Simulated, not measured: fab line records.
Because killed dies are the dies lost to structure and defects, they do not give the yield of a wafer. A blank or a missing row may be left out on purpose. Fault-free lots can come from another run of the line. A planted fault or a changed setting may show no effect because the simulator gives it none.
fab line records	flow nandHarc	part 1 of 2: steps 1 to 21 of 29
[record] lots = 5	wafers = 15	lastDay = 29
route steps=1302 shown A_STAIRCASE@658
lots with no fault: from the same line, run without faults
startH: hours from the record's first day to the start of the lot's first wafer shown	waitH: hours since the lot's step before	" same as the row above	L1.1+2: several wafers, shown together as one row	- no value, or no start given	* or withheld: withheld	< > ~ a bound
route shown NAME@n: a module of which the file shows steps, and the number in the route of the first	usual: mean/standard deviation of fault-free wafers	same: alike in all rows	chamber/n: place in a boat	sites: each site's reading	_std_site: the standard deviation of these	_edge_site: mean of outer sites minus mean of inner sites	radiusMm: for every site, how far away it sits from the centre of the wafer	mask NAME#n: copy n	behind: the last tool/chamber to shape the wafer	hold: what put the lot on hold/how long, in hours/how the hold closed	device: which transistor (n, p or np) failed to switch	end of line: the same wafers' tests at the end of the route	step lacking rows: just its recipe	killed: at the first sort, the dies lost to defects and structure; wafer yield is something else	map: dies across one wafer; x = killed, . = not, _ = none there
set.NAME: the setting as run; set.NAME@STEP: as run at that earlier step	model.NAME: the simulator's own value behind a step, which no gauge read
lots at selected steps of the route; one table per step, one row per wafer
services: when a tool's chamber went out of use (startH, in hours from the record's first day, below 0 if earlier), for how many hours, and the reason
[[steps]]
[step NHARC_A_STAIRCASE_HMDS_02]
[recipe] timeS = 30
lot.wafer	tool	chamber	startH	waitH
L074.1+3+6	lithoTrack-05	0	-	-
L076.3+5+6	lithoTrack-07	0	-	-
L078.1+4+5	lithoTrack-07	0	-	-
L087.1+2+4	lithoTrack-05	0	-	-
L088.1+2+5	lithoTrack-07	0	-	-
[step NHARC_A_STAIRCASE_COAT_03]
[recipe] spinRpm = 1200
lot.wafer	tool	chamber	startH	waitH
L074.1+3+6	lithoTrack-05	0	-	-
L076.3+5+6	lithoTrack-07	0	-	-
L078.1+4+5	lithoTrack-07	0	-	-
L087.1+2+4	lithoTrack-05	0	-	-
L088.1+2+5	lithoTrack-07	0	-	-
[step NHARC_A_STAIRCASE_SOFTBAKE_04]
[recipe] tempC = 135	timeS = 170
lot.wafer	tool	chamber	startH	waitH
L074.1+3+6	lithoTrack-05	0	-	-
L076.3+5+6	lithoTrack-07	0	-	-
L078.1+4+5	lithoTrack-07	0	-	-
L087.1+2+4	lithoTrack-05	0	-	-
L088.1+2+5	lithoTrack-07	0	-	-
[step NHARC_A_STAIRCASE_EBR_05]
lot.wafer	tool	chamber	startH	waitH
L074.1+3+6	lithoTrack-05	0	-	-
L076.3+5+6	lithoTrack-07	0	-	-
L078.1+4+5	lithoTrack-07	0	-	-
L087.1+2+4	lithoTrack-05	0	-	-
L088.1+2+5	lithoTrack-07	0	-	-
[step NHARC_A_STAIRCASE_EXPOSE_06]
[recipe] na = 0.5	doseMj = 25.43	maskId = STAIR
[usual] reticleTempC = 22.99/0.1
lot.wafer	tool	chamber	startH	waitH	mask	reticleTempC
L074.1	krfScanner-01	0	352.19	-	STAIR#0	23.05
L074.3	"	0	"	"	STAIR#0	23.09
L074.6	"	0	"	"	STAIR#0	23.01
L076.3	krfScanner-02	0	382.81	-	STAIR#0	22.94
L076.5	"	0	"	"	STAIR#0	22.95
L076.6	"	0	"	"	STAIR#0	23.11
L078.1	krfScanner-02	0	394.44	-	STAIR#0	23.06
L078.4	"	0	"	"	STAIR#0	23.01
L078.5	"	0	"	"	STAIR#0	22.97
L087.1	krfScanner-04	0	472.09	-	STAIR#0	22.93
L087.2	"	0	"	"	STAIR#0	22.88
L087.4	"	0	"	"	STAIR#0	22.92
L088.1	krfScanner-02	0	495.59	-	STAIR#0	23.11
L088.2	"	0	"	"	STAIR#0	23.00
L088.5	"	0	"	"	STAIR#0	22.81
[step NHARC_A_STAIRCASE_PEB_07]
[recipe] pebTempC = 115	pebTimeS = 130
lot.wafer	tool	chamber	startH	waitH
L074.1+3+6	lithoTrack-07	0	352.26	0.1
L076.3+5+6	lithoTrack-05	0	382.86	0.1
L078.1+4+5	lithoTrack-05	0	394.51	0.1
L087.1+2+4	lithoTrack-03	0	472.15	0.1
L088.1+2+5	lithoTrack-03	0	495.66	0.1
[step NHARC_A_STAIRCASE_DEVELOP_08]
[recipe] timeS = 140
lot.wafer	tool	chamber	startH	waitH
L074.1+3+6	lithoTrack-07	0	-	-
L076.3+5+6	lithoTrack-05	0	-	-
L078.1+4+5	lithoTrack-05	0	-	-
L087.1+2+4	lithoTrack-03	0	-	-
L088.1+2+5	lithoTrack-03	0	-	-
[step NHARC_A_STAIRCASE_HARDBAKE_10]
[recipe] tempC = 120	timeS = 140
lot.wafer	tool	chamber	startH	waitH
L074.1+3+6	lithoTrack-05	0	352.47	-
L076.3+5+6	lithoTrack-05	0	383.09	-
L078.1+4+5	lithoTrack-07	0	394.72	-
L087.1+2+4	lithoTrack-05	0	472.37	-
L088.1+2+5	lithoTrack-07	0	495.87	-
[step NHARC_A_STAIRCASE_DESCUM_11]
[recipe] timeS = 3	o2FlowSccm = 200	arFlowSccm = 0	biasPowerW = 0	chemistry = O2
[usual] drypumpMotorCurrentA = 5.7/0.47	oesProductAu = 0.999/0.0078	rfVppV = 57.7/0.9	showerheadPlenumPTorr = 1.92/0.1	throttleValvePct = 11.311/0.0097
lot.wafer	tool	chamber	startH	waitH	drypumpMotorCurrentA	oesProductAu	rfHoursCounterH	rfVppV	showerheadPlenumPTorr	throttleValvePct
L074.1	rieDiel-11	1	352.57	-	5.7	0.995	29	58.2	1.85	11.321
L074.3	"	3	"	"	5.2	1.005	32	57.9	2.05	11.314
L074.6	"	1	"	"	5.7	1.000	-	56.5	1.85	11.327
L076.3	rieDiel-13	1	383.19	-	5.1	0.986	7	56.7	2.06	11.306
L076.5	"	3	"	"	6.4	1.006	-	56.2	1.78	11.317
L076.6	"	0	"	"	6.1	1.003	-	59.0	1.91	11.315
L078.1	rieDiel-11	2	394.82	-	5.8	0.993	41	58.6	2.03	11.316
L078.4	"	3	"	"	5.2	1.002	48	58.6	2.04	11.329
L078.5	"	3	"	"	5.2	0.996	-	58.4	2.04	11.309
L087.2	rieDiel-04	3	472.46	-	5.2	0.992	38	56.4	1.79	11.316
L087.4	"	0	"	"	6.2	0.999	39	58.2	1.93	11.312
L087.1	"	1	"	"	5.0	1.011	38	59.1	1.97	11.316
L088.2	rieDiel-04	0	495.98	-	6.2	0.988	45	57.5	1.93	11.307
L088.1	"	1	"	"	5.0	1.001	44	58.4	1.97	11.301
L088.5	"	3	"	"	5.2	0.987	-	57.6	1.79	11.329
[step NHARC_A_STAIRCASE_TRIM_12]
[recipe] timeS = 211.2	o2FlowSccm = 500	arFlowSccm = 0	biasW = 0	chemistry = O2
[usual] drypumpMotorCurrentA = 5.7/0.45	oesProductAu = 1.000/0.0092	rfVppV = 57.8/0.9	showerheadPlenumPTorr = 3.54/0.18	throttleValvePct = 17.036/0.0083
lot.wafer	tool	chamber	startH	waitH	drypumpMotorCurrentA	oesProductAu	rfHoursCounterH	rfVppV	showerheadPlenumPTorr	throttleValvePct
L074.1	rieDiel-11	1	352.68	0.1	5.7	1.006	29	58.4	3.42	17.035
L074.3	"	2	"	"	5.8	1.001	23	58.7	3.73	17.020
L074.6	"	0	"	"	5.7	1.007	-	58.4	3.29	17.038
L076.3	rieDiel-13	1	383.27	0.1	5.1	0.990	7	57.2	3.78	17.034
L076.5	"	0	"	"	6.1	1.013	-	58.1	3.52	17.037
L076.6	"	1	"	"	5.1	0.993	-	56.8	3.78	17.032
L078.1	rieDiel-11	1	394.90	0.1	5.7	1.004	48	57.5	3.41	17.051
L078.4	"	2	"	"	5.8	0.995	41	58.2	3.72	17.032
L078.5	"	2	"	"	5.8	0.991	-	58.5	3.72	17.028
L087.4	rieDiel-04	2	472.56	0.1	5.3	0.991	30	57.0	3.28	17.034
L087.2	"	3	"	"	5.2	0.999	38	57.8	3.32	17.046
L087.1	"	0	"	"	6.2	0.999	39	58.2	3.55	17.032
L088.1	rieDiel-04	2	496.05	0.1	5.3	1.002	36	57.1	3.27	17.032
L088.2	"	1	"	"	5.0	1.011	44	57.9	3.63	17.044
L088.5	"	3	"	"	5.2	0.988	-	58.1	3.32	17.033
[step NHARC_A_STAIRCASE_ETCH_13]
[recipe] targetDepthA = 1000	timeS = 40.5	ionEnergyEv = 400	c4f8FlowSccm = 20	o2FlowSccm = 10	arFlowSccm = withheld	rfW = 600	biasW = 1000	chemistry = C4F8/O2
[usual] oesProductAu = 0.939/0.012	rfVppV = 897/6.5
lot.wafer	tool	chamber	startH	waitH	oesProductAu	rfHoursCounterH	rfVppV
L074.1	rieDiel-11	2	-	-	0.938	23	905
L074.3	"	3	"	"	0.949	32	905
L074.6	"	3	"	"	0.942	-	904
L076.3	rieDiel-13	1	-	-	0.950	7	905
L076.6	"	3	"	"	0.963	-	887
L076.5	"	0	"	"	0.944	-	897
L078.1	rieDiel-11	3	-	-	0.930	48	904
L078.4	"	0	"	"	0.938	53	887
L078.5	"	2	"	"	0.919	-	903
L087.4	rieDiel-04	2	-	-	0.947	30	887
L087.1	"	0	"	"	0.953	39	896
L087.2	"	1	"	"	0.955	38	898
L088.1	rieDiel-04	1	-	-	0.964	44	899
L088.2	"	2	"	"	0.936	36	888
L088.5	"	1	"	"	0.965	-	899
[step NHARC_A_STAIRCASE_TRIM_14]
[recipe] timeS = 211.2	o2FlowSccm = 500	arFlowSccm = 0	biasW = 0	chemistry = O2
[usual] drypumpMotorCurrentA = 5.7/0.46	oesProductAu = 0.999/0.0097	rfVppV = 57.8/0.97	showerheadPlenumPTorr = 3.55/0.17	throttleValvePct = 17.036/0.0096
lot.wafer	tool	chamber	startH	waitH	drypumpMotorCurrentA	oesProductAu	rfHoursCounterH	rfVppV	showerheadPlenumPTorr	throttleValvePct
L074.1	rieDiel-11	0	-	-	5.7	1.000	35	58.2	3.29	17.042
L074.3	"	1	"	"	5.7	1.003	29	57.2	3.42	17.041
L074.6	"	0	"	"	5.7	0.987	-	57.6	3.29	17.030
L076.3	rieDiel-13	2	-	-	5.6	1.009	7	55.9	3.64	17.028
L076.6	"	0	"	"	6.1	1.005	-	57.2	3.52	17.037
L076.5	"	1	"	"	5.1	0.988	-	57.7	3.78	17.038
L078.1	rieDiel-11	3	-	-	5.2	1.014	48	58.1	3.75	17.051
L078.4	"	1	"	"	5.7	0.997	49	58.1	3.41	17.033
L078.5	"	0	"	"	5.7	1.007	-	55.5	3.28	17.045
L087.1	rieDiel-04	0	-	-	6.3	0.995	39	58.5	3.55	17.027
L087.4	"	1	"	"	5.0	1.018	38	57.3	3.63	17.050
L087.2	"	2	"	"	5.3	0.982	30	55.6	3.28	17.040
L088.2	rieDiel-04	2	-	-	5.3	0.997	36	57.0	3.27	17.029
L088.1	"	3	"	"	5.2	0.989	44	58.4	3.32	17.044
L088.5	"	2	"	"	5.3	0.999	-	58.3	3.27	17.050
[step NHARC_A_STAIRCASE_ETCH_15]
[recipe] targetDepthA = 1000	timeS = 40.5	ionEnergyEv = 400	c4f8FlowSccm = 20	o2FlowSccm = 10	arFlowSccm = withheld	rfW = 600	biasW = 1000	chemistry = C4F8/O2
[usual] oesProductAu = 0.940/0.011	rfVppV = 897/6.4
lot.wafer	tool	chamber	startH	waitH	oesProductAu	rfHoursCounterH	rfVppV
L074.1	rieDiel-11	1	-	-	0.933	29	892
L074.3	"	3	"	"	0.965	32	906
L074.6	"	1	"	"	0.953	-	892
L076.3	rieDiel-13	0	-	-	0.962	8	896
L076.6	"	0	"	"	0.948	-	895
L076.5	"	1	"	"	0.937	-	904
L078.1	rieDiel-11	2	-	-	0.945	41	903
L078.4	"	0	"	"	0.942	53	888
L078.5	"	2	"	"	0.945	-	904
L087.2	rieDiel-04	3	-	-	0.934	38	888
L087.1	"	0	"	"	0.931	39	898
L087.4	"	1	"	"	0.956	38	899
L088.2	rieDiel-04	3	-	-	0.923	44	889
L088.1	"	0	"	"	0.955	45	898
L088.5	"	2	"	"	0.929	-	886
[step NHARC_A_STAIRCASE_TRIM_16]
[recipe] timeS = 211.2	o2FlowSccm = 500	arFlowSccm = 0	biasW = 0	chemistry = O2
[usual] drypumpMotorCurrentA = 5.7/0.47	oesProductAu = 1.000/0.0087	rfVppV = 57.9/0.99	showerheadPlenumPTorr = 3.53/0.18	throttleValvePct = 17.037/0.0097
lot.wafer	tool	chamber	startH	waitH	drypumpMotorCurrentA	oesProductAu	rfHoursCounterH	rfVppV	showerheadPlenumPTorr	throttleValvePct
L074.3	rieDiel-11	0	-	-	5.7	0.996	35	57.3	3.29	17.039
L074.1	"	2	"	"	5.8	0.996	23	59.7	3.73	17.039
L074.6	"	3	"	"	5.2	1.008	-	58.1	3.76	17.047
L076.3	rieDiel-13	0	-	-	6.1	1.011	8	58.6	3.52	17.021
L076.5	"	2	"	"	5.6	1.010	-	59.5	3.64	17.041
L076.6	"	3	"	"	6.4	1.007	-	55.2	3.30	17.041
L078.4	rieDiel-11	2	-	-	5.8	0.992	41	57.9	3.72	17.041
L078.1	"	3	"	"	5.1	1.003	49	58.0	3.75	17.048
L078.5	"	1	"	"	5.7	0.991	-	57.8	3.41	17.032
L087.1	rieDiel-04	2	-	-	5.3	0.983	30	56.1	3.28	17.029
L087.4	"	3	"	"	5.2	0.982	39	58.3	3.32	17.043
L087.2	"	0	"	"	6.3	0.994	39	59.2	3.55	17.046
L088.2	rieDiel-04	0	-	-	6.3	0.984	45	57.2	3.55	17.052
L088.1	"	3	"	"	5.2	0.988	44	57.7	3.32	17.021
L088.5	"	1	"	"	5.0	1.001	-	57.3	3.63	17.054
[step NHARC_A_STAIRCASE_ETCH_17]
[recipe] targetDepthA = 1000	timeS = 40.5	ionEnergyEv = 400	c4f8FlowSccm = 20	o2FlowSccm = 10	arFlowSccm = withheld	rfW = 600	biasW = 1000	chemistry = C4F8/O2
[usual] oesProductAu = 0.941/0.011	rfVppV = 896/6.4
lot.wafer	tool	chamber	startH	waitH	oesProductAu	rfHoursCounterH	rfVppV
L074.1	rieDiel-11	1	-	-	0.943	29	894
L074.3	"	3	"	"	0.946	32	903
L074.6	"	1	"	"	0.950	-	891
L076.3	rieDiel-13	0	-	-	0.952	8	897
L076.6	"	3	"	"	0.955	-	886
L076.5	"	0	"	"	0.960	-	894
L078.1	rieDiel-11	1	-	-	0.943	49	892
L078.4	"	2	"	"	0.948	41	903
L078.5	"	1	"	"	0.949	-	892
L087.2	rieDiel-04	1	-	-	0.945	38	900
L087.4	"	2	"	"	0.926	30	887
L087.1	"	3	"	"	0.929	39	888
L088.2	rieDiel-04	2	-	-	0.941	36	887
L088.1	"	0	"	"	0.951	45	897
L088.5	"	2	"	"	0.934	-	886
[step NHARC_A_STAIRCASE_TRIM_18]
[recipe] timeS = 211.2	o2FlowSccm = 500	arFlowSccm = 0	biasW = 0	chemistry = O2
[usual] drypumpMotorCurrentA = 5.7/0.46	oesProductAu = 0.999/0.0092	rfVppV = 57.8/1	showerheadPlenumPTorr = 3.54/0.18	throttleValvePct = 17.035/0.0098
lot.wafer	tool	chamber	startH	waitH	drypumpMotorCurrentA	oesProductAu	rfHoursCounterH	rfVppV	showerheadPlenumPTorr	throttleValvePct
L074.1	rieDiel-11	3	-	-	5.2	0.997	33	58.5	3.76	17.043
L074.3	"	2	"	"	5.8	0.986	23	59.2	3.73	17.037
L074.6	"	3	"	"	5.2	1.000	-	57.6	3.76	17.022
L076.3	rieDiel-13	2	-	-	5.6	1.002	7	58.4	3.64	17.030
L076.5	"	3	"	"	6.4	1.012	-	56.1	3.30	17.051
L076.6	"	0	"	"	6.1	1.016	-	58.1	3.52	17.046
L078.1	rieDiel-11	3	-	-	5.2	1.001	49	60.5	3.75	17.019
L078.4	"	0	"	"	5.7	0.996	53	56.4	3.28	17.038
L078.5	"	3	"	"	5.2	0.993	-	59.7	3.75	17.049
L087.4	rieDiel-04	0	-	-	6.3	1.002	40	58.0	3.55	17.038
L087.1	"	1	"	"	5.0	1.004	39	57.1	3.63	17.025
L087.2	"	2	"	"	5.3	1.007	30	57.1	3.28	17.023
L088.2	rieDiel-04	2	-	-	5.3	0.988	36	58.2	3.27	17.047
L088.1	"	0	"	"	6.3	0.995	45	58.8	3.55	17.024
L088.5	"	2	"	"	5.3	0.997	-	57.3	3.27	17.035
[step NHARC_A_STAIRCASE_ETCH_19]
[recipe] targetDepthA = 1000	timeS = 40.5	ionEnergyEv = 400	c4f8FlowSccm = 20	o2FlowSccm = 10	arFlowSccm = withheld	rfW = 600	biasW = 1000	chemistry = C4F8/O2
[usual] oesProductAu = 0.941/0.0089	rfVppV = 896/6.6
lot.wafer	tool	chamber	startH	waitH	oesProductAu	rfHoursCounterH	rfVppV
L074.1	rieDiel-11	1	-	-	0.944	29	891
L074.3	"	3	"	"	0.948	33	906
L074.6	"	1	"	"	0.953	-	892
L076.3	rieDiel-13	1	-	-	0.945	7	905
L076.6	"	1	"	"	0.942	-	904
L076.5	"	2	"	"	0.945	-	900
L078.4	rieDiel-11	0	-	-	0.940	53	888
L078.1	"	2	"	"	0.955	41	902
L078.5	"	0	"	"	0.938	-	886
L087.4	rieDiel-04	3	-	-	0.923	39	887
L087.2	"	0	"	"	0.934	40	897
L087.1	"	1	"	"	0.950	39	899
L088.1	rieDiel-04	0	-	-	0.938	45	898
L088.2	"	2	"	"	0.940	36	887
L088.5	"	3	"	"	0.933	-	889
[step NHARC_A_STAIRCASE_TRIM_20]
[recipe] timeS = 211.2	o2FlowSccm = 500	arFlowSccm = 0	biasW = 0	chemistry = O2
[usual] drypumpMotorCurrentA = 5.7/0.46	oesProductAu = 0.997/0.0099	rfVppV = 57.8/0.96	showerheadPlenumPTorr = 3.55/0.18	throttleValvePct = 17.036/0.0088
lot.wafer	tool	chamber	startH	waitH	drypumpMotorCurrentA	oesProductAu	rfHoursCounterH	rfVppV	showerheadPlenumPTorr	throttleValvePct
L074.3	rieDiel-13	1	353.72	0.1	5.1	1.009	0	57.4	3.78	17.041
L074.1	"	2	"	"	5.6	1.018	0	57.0	3.64	17.041
L074.6	"	3	"	"	6.4	1.023	-	58.5	3.30	17.045
L076.3	rieDiel-13	0	384.32	0.1	6.1	1.018	9	56.7	3.52	17.026
L076.5	"	2	"	"	5.6	1.010	-	57.3	3.64	17.043
L076.6	"	3	"	"	6.4	1.010	-	58.1	3.30	17.034
L078.4	rieDiel-13	3	396.03	0.1	6.4	1.005	12	58.0	3.30	17.043
L078.1	"	1	"	"	5.1	0.988	12	58.7	3.77	17.033
L078.5	"	0	"	"	6.1	1.009	-	56.3	3.52	17.062
L087.4	rieDiel-11	3	473.65	0.1	5.2	0.972	10	58.9	3.74	17.040
L087.2	"	0	"	"	5.7	0.999	12	57.0	3.80	17.024
L087.1	"	2	"	"	5.8	0.996	10	58.7	3.71	17.036
L088.2	rieDiel-13	2	497.10	0.1	5.6	1.009	53	57.1	3.61	17.026
L088.1	"	3	"	"	6.4	1.012	50	56.9	3.28	17.042
L088.5	"	1	"	"	5.1	0.993	-	58.9	3.76	17.034
[step NHARC_A_STAIRCASE_ETCH_21]
[recipe] targetDepthA = 1000	timeS = 40.5	ionEnergyEv = 400	c4f8FlowSccm = 20	o2FlowSccm = 10	arFlowSccm = withheld	rfW = 600	biasW = 1000	chemistry = C4F8/O2
[usual] oesProductAu = 0.948/0.018	rfVppV = 897/6.5
lot.wafer	tool	chamber	startH	waitH	oesProductAu	rfHoursCounterH	rfVppV
L074.3	rieDiel-13	3	-	-	0.976	0	888
L074.1	"	0	"	"	0.973	0	897
L074.6	"	1	"	"	0.977	-	906
L076.3	rieDiel-13	3	-	-	0.944	9	889
L076.6	"	3	"	"	0.944	-	887
L076.5	"	0	"	"	0.950	-	895
L078.4	rieDiel-13	2	-	-	0.985	12	901
L078.1	"	0	"	"	0.975	12	895
L078.5	"	3	"	"	0.966	-	888
L087.4	rieDiel-11	2	-	-	0.978	10	903
L087.2	"	3	"	"	0.943	10	904
L087.1	"	0	"	"	0.969	12	904
L088.2	rieDiel-13	2	-	-	0.954	53	898
L088.1	"	3	"	"	0.987	50	886
L088.5	"	2	"	"	0.953	-	899
[step NHARC_A_STAIRCASE_TRIM_22]
[recipe] timeS = 211.2	o2FlowSccm = 500	arFlowSccm = 0	biasW = 0	chemistry = O2
[usual] drypumpMotorCurrentA = 5.6/0.45	oesProductAu = 0.998/0.0095	rfVppV = 57.9/0.93	showerheadPlenumPTorr = 3.56/0.18	throttleValvePct = 17.036/0.0089
lot.wafer	tool	chamber	startH	waitH	drypumpMotorCurrentA	oesProductAu	rfHoursCounterH	rfVppV	showerheadPlenumPTorr	throttleValvePct
L074.3	rieDiel-13	0	-	-	6.1	1.003	0	58.6	3.53	17.037
L074.1	"	3	"	"	6.4	1.016	0	56.8	3.30	17.041
L074.6	"	0	"	"	6.1	1.012	-	58.4	3.53	17.036
L076.3	rieDiel-13	1	-	-	5.1	1.003	7	59.1	3.78	17.033
L076.6	"	2	"	"	5.6	1.007	-	57.7	3.64	17.028
L076.5	"	3	"	"	6.4	1.011	-	58.7	3.30	17.027
L078.1	rieDiel-13	3	-	-	6.4	1.003	12	57.1	3.30	17.031
L078.4	"	0	"	"	6.1	1.011	12	56.0	3.52	17.044
L078.5	"	1	"	"	5.1	0.993	-	57.7	3.77	17.034
L087.4	rieDiel-11	0	-	-	5.7	0.992	12	56.7	3.80	17.036
L087.1	"	1	"	"	5.7	0.994	11	59.0	3.40	17.033
L087.2	"	2	"	"	5.8	0.994	10	56.7	3.71	17.022
L088.1	rieDiel-13	3	-	-	6.4	1.010	50	56.7	3.28	17.049
L088.2	"	2	"	"	5.6	0.999	53	59.0	3.61	17.021
L088.5	"	0	"	"	6.1	0.999	-	57.7	3.50	17.037
[step NHARC_A_STAIRCASE_ETCH_23]
[recipe] targetDepthA = 1000	timeS = 40.5	ionEnergyEv = 400	c4f8FlowSccm = 20	o2FlowSccm = 10	arFlowSccm = withheld	rfW = 600	biasW = 1000	chemistry = C4F8/O2
[usual] oesProductAu = 0.946/0.012	rfVppV = 897/6.5
lot.wafer	tool	chamber	startH	waitH	oesProductAu	rfHoursCounterH	rfVppV
L074.1	rieDiel-13	2	-	-	0.967	0	902
L074.3	"	3	"	"	0.966	0	888
L074.6	"	2	"	"	0.965	-	901
L076.3	rieDiel-13	2	-	-	0.945	7	898
L076.5	"	3	"	"	0.948	-	888
L076.6	"	0	"	"	0.960	-	894
L078.4	rieDiel-13	2	-	-	0.960	12	901
L078.1	"	3	"	"	0.965	12	888
L078.5	"	0	"	"	0.960	-	896
L087.4	rieDiel-11	3	-	-	0.926	10	904
L087.1	"	0	"	"	0.934	12	905
L087.2	"	1	"	"	0.960	11	890
L088.2	rieDiel-13	1	-	-	0.948	40	904
L088.1	"	2	"	"	0.963	53	898
L088.5	"	1	"	"	0.944	-	904
